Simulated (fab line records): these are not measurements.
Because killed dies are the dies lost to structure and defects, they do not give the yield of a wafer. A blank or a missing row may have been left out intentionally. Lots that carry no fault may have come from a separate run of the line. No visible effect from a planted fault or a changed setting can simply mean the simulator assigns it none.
Comparing a struck lot with a sound one    flow n5Finfet    19 out of 1938 route steps
Sound: these wafers, L242.1, L242.3, L242.6. Struck: wafers L241.2, L241.5, L241.6. The cause is named last.
For every step that has rows: the tool of each side, followed by ch and its chambers, followed by its first start. Under that, the readings that differ: sound wafers    struck wafers    difference of the means    sigmas: that difference in standard deviations of wafers without a fault.
alike: readings whose means differ by less than 2 such deviations, and words and numbers that are the same on both sides. not compared: withheld readings, readings that some wafer has no value for, bounds like >300 that may hide the same value, and numbers for which the record gives no deviation and whose values overlap.
Wherever a step has rows on one side only, a row that says differs or no value, or a row with sigmas, the two part there. When numbers do not overlap yet have no deviation, they are printed without sigmas and do not part them. Lack of a reading on every wafer of one side parts them only where that side has two or more wafers.

first, 2 steps without rows for these wafers: N5_BEOL_M2_STRIP_65 (strips in N2/H2); N5_BEOL_M2_STRIP_75 (strips in N2/H2).
N5_BEOL_M2_STRIP_66: strips in CF4.
  sound on rieDiel-05 ch 0,3, day 10 20:41; struck on rieDiel-04 ch 0,3, day 10 02:55
  alike: drypumpMotorCurrentA, oesProductAu, rfVppV, showerheadPlenumPTorr, throttleValvePct
  not compared: rfHoursCounterH
N5_BEOL_M2_HM_OPEN_17: chemistry Cl2/BCl3, target TiN, target depth 20 nm, overetch 6 nm.
  sound on rieMetal-01 ch 0,1, day 10 20:44; struck on rieMetal-01 ch 0,1, day 10 02:58
  alike: drypumpMotorCurrentA, oesProductAu, throttleValvePct
  not compared: rfHoursCounterH
N5_BEOL_M2_STRIP_19: strips in O2.
  sound on rieDiel-04 ch 1,2, day 10 20:50; struck on rieDiel-02 ch 2,3, day 10 03:04
  alike: drypumpMotorCurrentA, oesProductAu, rfVppV, showerheadPlenumPTorr, throttleValvePct
  not compared: rfHoursCounterH
N5_BEOL_M2_CD_MEAS_18: pitch 36 nm, target cd 18 nm.
  struck on cdSem-03, day 10 03:08; sound on cdSem-03, day 10 20:55
reading    sound           struck          difference  sigmas
cdNm (nm)  18.3 18.4 18.6  17.5 18.0 17.6  -0.7        -2
then, 6 steps without rows for these wafers: N5_BEOL_M2_COAT_67 (time 60 s, resist thk 60 nm); N5_BEOL_M2_COAT_68 (time 60 s, resist thk 12 nm); N5_BEOL_M2_COAT_76 (time 60 s, resist thk 5 nm); N5_BEOL_M2_COAT_22 (resist thk 30 nm); N5_BEOL_M2_EBR_24; N5_BEOL_M2_SOFTBAKE_23 (time 60 s).
N5_BEOL_M2_EXPOSE_25: exposes mask V1, defocus 5 nm.
  sound on euvScanner-02 ch 0, day 10 21:13; struck on euvScanner-01 ch 0, day 10 03:27
reading            sound              struck             difference  sigmas
exposureDoseMJCm2  62.90 63.03 63.04  64.89 64.97 64.93  +1.94       +33
  alike: mask
then, 2 steps without rows for these wafers: N5_BEOL_M2_PEB_26 (peb time 60 s); N5_BEOL_M2_DEVELOP_27 (develop time 30 s).
N5_BEOL_M2_CD_MEAS_28: target cd 26.2 nm, target cd y 24.1 nm.
  sound on cdSem-02 ch 0, day 10 21:22; struck on cdSem-01 ch 0, day 10 03:35
reading    sound              struck             difference  sigmas
cdNm (nm)  26.49 25.96 26.28  26.86 26.80 26.46  +0.46       +2
N5_BEOL_M2_OVL_MEAS_29:
  sound on overlay-02 ch 0, day 10 21:23; struck on overlay-02 ch 0, day 10 03:37
  alike: V1_OVL
N5_BEOL_M4_RC_MEAS_101:
  sound on prober-02 ch 0, day 12 11:05; struck on prober-01 ch 0, day 11 15:24
reading         sound              struck             difference  sigmas
DIBL_N (mV/V)   36.0 32.6 35.5     38.5 38.5 38.3     +3.7        +2
DIBL_P (mV/V)   36.8 33.1 35.9     39.4 40.3 40.2     +4.7        +2
IOFF_N (nA/um)  0.154 0.108 0.148  0.208 0.212 0.207  +0.072      +3
IOFF_P (nA/um)  0.21 0.15 0.19     0.28 0.31 0.32     +0.12       +3
ION_P (uA/um)   461 454 459        473 476 483        +19         +2
VT_P (mV)       -251 -255 -251     -246 -244 -244     +8          +2
  alike: ION_N, SS_N, SS_P, VT_N
following that, these wafers have no rows for 1 step: N5_PASSIVATION_PROBE_49.

WHERE THEY PART
At N5_BEOL_M2_CD_MEAS_18 first; at N5_BEOL_M4_RC_MEAS_101 last (within this record only).

WHY: the cause the simulator had injected
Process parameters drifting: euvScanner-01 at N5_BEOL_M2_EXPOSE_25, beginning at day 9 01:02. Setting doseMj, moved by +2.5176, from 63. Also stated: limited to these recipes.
